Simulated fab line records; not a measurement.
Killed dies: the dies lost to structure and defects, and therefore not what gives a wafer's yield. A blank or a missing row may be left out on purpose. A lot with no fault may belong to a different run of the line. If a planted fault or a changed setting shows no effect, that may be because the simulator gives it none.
fab line records	flow nandHarc
record lots=13	wafers=36	lastDay=25
route steps=1159 shown P_CONTACT@236 END@1159
lots with no fault: from the same line, run without faults
startH: hours from the record's opening day to when the first of the lot's shown wafers began	waitH: time in hours since the lot's previous step	" identical to the entry in the row above	L1.1+2: one row covering several wafers at once	- no value, or no start given	* or withheld: withheld	< > ~ a bound
route shown NAME@n: NAME is a module with steps in the file, n the number in the route of the first one	usual: the fault-free wafers' mean and standard deviation	same: alike in all rows	chamber/n: place in a boat	sites: per-site readings	_std_site: how widely they spread, as a standard deviation	_edge_site: inner sites' mean taken away from outer sites' mean	radiusMm: for every site, how far away it sits from the centre of the wafer	mask NAME#n: copy n	behind: the last tool/chamber to shape the wafer	hold: reason for holding the lot/hours on hold/outcome of the hold	device: whichever transistor did not switch (one of n, p or np)	end of line: the route-end tests of the same wafers	a step without rows: its recipe alone	killed: count of dies lost to structure and defects at first sort (not the wafer's yield)	map: a wafer's dies, x killed, . not, _ none there
set.NAME: the setting that was run; set.NAME@STEP: the one run at that earlier step	model.NAME: the simulator's own value behind a step, which no gauge read
route steps across a sampled set of lots; one table per step, one row per wafer
services: the hour from which a tool's chamber was out of use, counted from the record's first day as startH (under 0 if before that day), plus the number of hours and why
## steps
# step NHARC_P_CONTACT_ETCH_35
# recipe targetDepthA=390	overEtchFrac=0.3	timeS=65	ionEnergyEv=80	cf4FlowSccm=150	arFlowSccm=0	rfW=300	biasW=100	chemistry=CF4
# usual cf4FlowSccm=149.9/0.47	drypumpMotorCurrentA=5.7/0.41	oesProductAu=1.000/0.0098	rfFwdPowerW=297.1/1.3	rfVppV=151.1/1.1	showerheadPlenumPTorr=1.75/0.063	throttleValvePct=13.283/0.0092
lot.wafer	tool	chamber	startH	waitH	cf4FlowSccm	drypumpMotorCurrentA	oesProductAu	rfFwdPowerW	rfHoursCounterH	rfVppV	showerheadPlenumPTorr	throttleValvePct
L508.3	rieDiel-10	2	111.98	0.1	150.3	5.2	0.992	297.4	10	152.0	1.81	13.284
L508.1	"	3	"	"	149.7	5.8	0.999	297.8	9	150.3	1.68	13.296
L508.2	"	0	"	"	150.0	5.7	1.024	295.4	9	151.8	1.77	13.279
L507.3	rieDiel-11	3	112.85	0.1	149.6	6.0	1.011	297.7	8	152.3	1.72	13.303
L507.1	"	0	"	"	150.2	5.4	0.991	298.3	10	152.8	1.85	13.274
L507.2	"	2	"	"	150.1	6.2	0.999	295.7	10	153.5	1.82	13.285
L510.1	rieDiel-02	2	124.27	0.1	150.1	5.0	0.993	295.7	55	149.9	1.65	13.286
L510.3	"	3	"	"	150.1	6.3	1.006	294.1	55	149.0	1.65	13.282
L510.6	"	2	"	"	150.3	5.0	0.990	296.2	-	150.0	1.65	13.280
L509.1	rieDiel-11	2	124.94	0.1	149.4	6.1	1.005	295.4	11	151.5	1.82	13.275
L509.4	"	0	"	"	150.3	5.4	0.997	298.3	12	151.0	1.85	13.288
L509.6	"	3	"	"	150.0	5.9	1.017	295.9	-	151.4	1.72	13.283
L511.3	rieDiel-10	3	135.06	0.1	150.7	5.7	1.015	296.8	12	150.7	1.68	13.287
L511.1	"	0	"	"	149.9	5.7	1.013	298.8	11	151.9	1.77	13.276
L511.6	"	3	"	"	150.0	5.7	1.015	295.6	-	149.9	1.68	13.273
L512.2	rieDiel-11	1	135.71	0.1	149.4	6.3	0.995	299.1	13	150.0	1.71	13.280
L512.1	"	2	"	"	150.1	6.1	0.987	295.5	12	152.6	1.82	13.283
L512.6	"	1	"	"	149.2	6.3	0.996	298.8	-	150.0	1.71	13.290
L514.4	rieDiel-10	2	154.50	0.1	149.0	5.2	1.000	297.9	13	152.4	1.81	13.298
L514.2	"	0	"	"	149.3	5.7	1.009	296.8	12	151.9	1.77	13.282
L514.3	"	1	"	"	149.6	5.1	1.001	295.3	13	150.7	1.69	13.273
L513.1	rieDiel-11	0	154.99	0.1	149.6	5.4	0.988	298.2	15	151.9	1.84	13.273
L513.4	"	1	"	"	149.9	6.3	0.834	298.0	15	151.2	1.71	13.266
L516.4	rieDiel-11	1	162.47	0.1	150.2	6.3	0.841	297.7	16	149.7	1.71	13.284
L516.1	"	2	"	"	150.1	6.1	0.991	296.5	15	151.4	1.82	13.278
L519.4	rieDiel-11	1	185.31	0.1	150.5	6.3	0.835	298.3	18	151.4	1.70	13.282
L519.6	"	2	"	"	150.1	6.1	0.832	295.8	-	151.8	1.82	13.301
L525.2	rieDiel-10	0	219.53	0.1	149.3	5.8	1.003	296.5	4	150.7	1.77	13.283
L525.6	"	0	"	"	149.3	5.8	1.002	296.6	-	150.8	1.77	13.285
L525.5	"	1	"	"	149.6	5.1	1.013	298.3	-	149.8	1.68	13.292
L528.2	rieDiel-10	2	236.10	0.1	150.0	5.3	0.996	298.6	5	152.6	1.81	13.281
L528.4	"	3	"	"	150.0	5.7	1.000	296.9	4	149.4	1.67	13.284
L528.1	"	0	"	"	149.9	5.8	1.001	297.1	5	150.9	1.77	13.284
L530.1	rieDiel-10	0	249.43	0.1	150.1	5.7	1.002	295.7	6	150.5	1.77	13.296
L530.2	"	2	"	"	151.1	5.2	0.990	297.8	6	152.8	1.81	13.293
L530.5	"	1	"	"	151.0	5.1	1.000	296.9	-	150.6	1.68	13.294
# step NHARC_P_CONTACT_STRIP_28
# recipe o2FlowSccm=500	arFlowSccm=0	biasW=0	chemistry=O2
# usual drypumpMotorCurrentA=5.7/0.4	oesProductAu=0.999/0.009	rfVppV=57.8/0.89	showerheadPlenumPTorr=3.50/0.13	throttleValvePct=17.037/0.0073
lot.wafer	tool	chamber	startH	waitH	drypumpMotorCurrentA	oesProductAu	rfHoursCounterH	rfVppV	showerheadPlenumPTorr	throttleValvePct
L508.3	rieDiel-10	2	112.84	0.1	5.2	0.985	10	59.6	3.62	17.020
L508.1	"	3	"	"	5.8	1.001	10	57.5	3.34	17.037
L508.2	"	1	"	"	5.1	0.994	10	57.3	3.36	17.044
L507.1	rieDiel-11	2	113.71	0.1	6.1	1.002	11	59.2	3.64	17.043
L507.3	"	3	"	"	5.9	1.004	8	56.1	3.42	17.027
L507.2	"	1	"	"	6.3	1.003	11	57.8	3.40	17.025
L510.1	rieDiel-10	2	125.15	0.1	5.2	0.995	11	56.8	3.62	17.034
L510.3	"	0	"	"	5.8	1.013	10	58.3	3.53	17.052
L510.6	"	2	"	"	5.2	0.981	-	57.1	3.62	17.038
L509.1	rieDiel-10	3	125.81	0.1	5.8	1.004	11	57.0	3.34	17.039
L509.4	"	0	"	"	5.8	1.014	10	58.7	3.53	17.027
L509.6	"	2	"	"	5.3	1.001	-	58.6	3.62	17.042
L511.1	rieDiel-10	3	135.93	0.1	5.7	1.011	12	58.2	3.34	17.044
L511.3	"	0	"	"	5.8	1.009	11	58.4	3.53	17.043
L511.6	"	2	"	"	5.3	0.996	-	56.8	3.62	17.040
L512.1	rieDiel-10	0	136.56	0.1	5.8	1.005	11	56.4	3.53	17.030
L512.2	"	2	"	"	5.2	0.993	12	57.2	3.62	17.033
L512.6	"	0	"	"	5.8	1.005	-	57.7	3.53	17.036
L514.4	rieDiel-10	2	155.84	0.1	5.2	0.987	13	57.4	3.62	17.042
L514.3	"	3	"	"	5.7	0.997	13	56.5	3.34	17.042
L514.2	"	1	"	"	5.1	1.002	13	54.9	3.36	17.049
L513.1	rieDiel-11	2	155.93	0.1	6.1	0.998	15	59.1	3.63	17.039
L513.4	"	0	"	"	5.4	0.988	15	58.2	3.68	17.037
L516.1	rieDiel-11	0	163.33	0.1	5.4	0.982	16	59.8	3.68	17.031
L516.4	"	1	"	"	6.3	0.999	16	58.1	3.40	17.023
L519.4	rieDiel-11	0	186.20	0.1	5.4	0.982	18	57.4	3.68	17.025
L519.6	"	2	"	"	6.1	1.000	-	57.5	3.63	17.035
L525.2	rieDiel-11	3	220.40	0.1	5.9	0.998	2	57.1	3.42	17.050
L525.6	"	3	"	"	5.9	1.005	-	57.9	3.42	17.036
L525.5	"	0	"	"	5.4	0.996	-	57.3	3.68	17.034
L528.1	rieDiel-10	3	236.96	0.1	5.7	1.013	5	57.2	3.34	17.043
L528.4	"	0	"	"	5.8	1.011	5	57.2	3.52	17.029
L528.2	"	1	"	"	5.1	1.012	5	56.8	3.36	17.051
L530.1	rieDiel-02	2	250.29	0.1	5.0	1.001	34	59.5	3.79	17.034
L530.2	"	1	"	"	6.1	0.983	36	58.5	3.55	17.034
L530.5	"	3	"	"	6.3	1.000	-	56.9	3.28	17.037
# step NHARC_P_CONTACT_PVD_32
# recipe targetThkA=50	chamberPressurePa=5	powerW=5000	substrateTempC=200	timeS=17.7	material=Ti
# usual throttleValvePct=30.1/1
lot.wafer	tool	chamber	startH	waitH	throttleValvePct
L508.1	pvdSputter-03	-	-	-	29.5
L508.2	"	-	"	"	31.3
L508.3	"	-	"	"	29.3
L507.2	pvdSputter-01	-	-	-	30.9
L507.3	"	-	"	"	29.9
L507.1	"	-	"	"	30.1
L510.3	pvdSputter-02	-	-	-	30.3
L510.1	"	-	"	"	28.2
L510.6	"	-	"	"	30.1
L509.1	pvdSputter-01	-	-	-	30.4
L509.4	"	-	"	"	32.0
L509.6	"	-	"	"	30.7
L511.3	pvdSputter-01	-	-	-	30.3
L511.1	"	-	"	"	32.0
L511.6	"	-	"	"	30.1
L512.1	pvdSputter-02	-	-	-	30.2
L512.2	"	-	"	"	29.9
L512.6	"	-	"	"	28.3
L514.2	pvdSputter-01	-	-	-	32.0
L514.3	"	-	"	"	31.0
L514.4	"	-	"	"	30.2
L513.4	pvdSputter-02	-	-	-	28.3
L513.1	"	-	"	"	29.9
L516.1	pvdSputter-03	-	-	-	31.5
L516.4	"	-	"	"	29.3
L519.4	pvdSputter-01	-	-	-	32.1
L519.6	"	-	"	"	32.0
L525.2	pvdSputter-03	-	-	-	29.7
L525.6	"	-	"	"	28.9
L525.5	"	-	"	"	29.3
L528.1	pvdSputter-01	-	-	-	29.1
L528.2	"	-	"	"	30.8
L528.4	"	-	"	"	30.6
L530.2	pvdSputter-03	-	-	-	31.9
L530.1	"	-	"	"	31.3
L530.5	"	-	"	"	29.4
# step NHARC_P_CONTACT_INSPECT_27
# usual rawDefectCount=298/120
lot.wafer	tool	chamber	startH	waitH	rawDefectCount
L508.1	defectInspect-02	-	123.56	0.1	260
L508.2	"	-	"	"	332
L508.3	"	-	"	"	309
L507.1	defectInspect-01	-	124.08	0.1	220
L507.2	"	-	"	"	186
L507.3	"	-	"	"	259
L510.1	defectInspect-02	-	127.46	0.1	197
L510.3	"	-	"	"	199
L510.6	"	-	"	"	302
L509.1	defectInspect-01	-	132.16	0.1	161
L509.4	"	-	"	"	188
L509.6	"	-	"	"	140
L511.1	defectInspect-01	-	138.20	0.1	330
L511.3	"	-	"	"	532
L511.6	"	-	"	"	294
L512.1	defectInspect-02	-	138.75	0.1	324
L512.2	"	-	"	"	286
L512.6	"	-	"	"	472
L514.2	defectInspect-01	-	160.99	0.1	290
L514.3	"	-	"	"	180
L514.4	"	-	"	"	204
L513.1	defectInspect-02	-	161.53	0.1	151
L513.4	"	-	"	"	113
L516.1	defectInspect-01	-	169.71	0.1	444
L516.4	"	-	"	"	393
L519.4	defectInspect-01	-	189.85	0.1	250
L519.6	"	-	"	"	333
L525.2	defectInspect-02	-	222.97	0.1	334
L525.5	"	-	"	"	472
L525.6	"	-	"	"	388
L528.1	defectInspect-01	-	239.11	0.1	337
L528.2	"	-	"	"	260
L528.4	"	-	"	"	349
L530.1	defectInspect-01	-	252.44	0.1	204
L530.2	"	-	"	"	375
L530.5	"	-	"	"	370
# step NHARC_END_SORT_01
# recipe tempC=25
# usual killedAtArray=25/9.2	killedAtOther=0.9/1.3	killedAtPeriphery=3.3/2.3	killedDies=29/9.6	killedOpen=3.2/1.8	killedShort=2/1.4
# same grossDies=677
lot.wafer	tool	chamber	startH	waitH	killedAtArray	killedAtOther	killedAtPeriphery	killedDies	killedOpen	killedShort
L513.1	prober-01	0	475.49	2.5	15	0	1	16	2	0
L513.4	prober-01	0	477.86	3.4	24	0	36	60	1	1
# killed by level:class
L513.1 A_CHANNEL_HOLE_D1:chamberFilmFlake=8 A_STAIRCASE:chamberFilmFlake=4 A_SOURCE_PLATE:geometricParticle:open=1 A_CONTACT:geometricParticle:open=1 P_STI:chamberFilmFlake=1 A_CONTACT:chamberFilmFlake=1
L513.4 P_CONTACT:areaEtch=32 A_CHANNEL_HOLE_D1:chamberFilmFlake=18 A_STAIRCASE:chamberFilmFlake=3 P_STI:chamberFilmFlake=2 A_CHANNEL_FILL_D1:geometricParticle:short=1 A_M0:geometricParticle:open=1 P_GATE:chamberFilmFlake=1 P_M1:chamberFilmFlake=1
## services
tool	chamber	startH	hours	kind
pvdSputter-03	-	102.00	10.0	pm
rieDiel-10	0	106.50	-	clean
rieDiel-10	1	106.50	-	clean
rieDiel-10	2	106.50	-	clean
rieDiel-10	3	106.50	-	clean
rieDiel-10	0	112.68	4.6	repair
pvdSputter-01	-	115.81	1.2	repair
rieDiel-10	0	131.00	-	clean
rieDiel-10	1	131.00	-	clean
rieDiel-10	2	131.00	-	clean
rieDiel-10	3	131.00	-	clean
rieDiel-02	-	150.74	9.0	pm
pvdSputter-03	-	152.33	5.0	repair
rieDiel-10	0	155.55	-	clean
pvdSputter-01	-	158.00	10.0	pm
rieDiel-02	2	174.71	7.2	repair
rieDiel-10	-	176.50	9.0	pm
rieDiel-02	1	181.49	4.3	repair
rieDiel-11	-	189.55	9.0	pm
rieDiel-10	3	195.26	3.1	repair
rieDiel-02	3	196.38	7.9	repair
pvdSputter-02	-	214.02	10.0	pm
pvdSputter-01	-	217.17	1.9	repair
pvdSputter-01	-	227.25	0.9	repair
## key
firstSign step=NHARC_P_CONTACT_ETCH_35	reading=oesProductAu	direction=down	sigmas=17	usual=1.000	struck=0.835
effect step=NHARC_END_SORT_01	reading=killedAtPeriphery	direction=up	sigmas=14	usual=3.3	struck=36
metAt NHARC_P_CONTACT_ETCH_35
struckLots L513,L516,L519
struckWafers L513.4,L516.4,L519.4,L519.6
sortLeftOut L516.4,L519.4,L519.6
testerLeftOut L513,L516,L519
notActingAt NHARC_P_CONTACT_STRIP_28,NHARC_P_CONTACT_PVD_32,NHARC_P_CONTACT_INSPECT_27
onsetBetween 135.71 154.99
fault kind=processParameterDrift	tool=rieDiel-11	chamber=-	onsetH=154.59	steps=NHARC_P_CONTACT_ETCH_35	channel=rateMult	offset=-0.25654	shape=step	endH=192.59	scope=struckWafersOnly
# testerLeftOut: of these lots the tester's yield and bins aren't shown, on N5 and GAA mostly nor the transistor test; their killed dies are dies lost to structure and defects alone, not to doping, threshold or leakage, so they don't give the yield
# sortLeftOut: the simulated sort isn't trusted on such a fault, so these wafers' sort isn't shown, and their yield isn't known
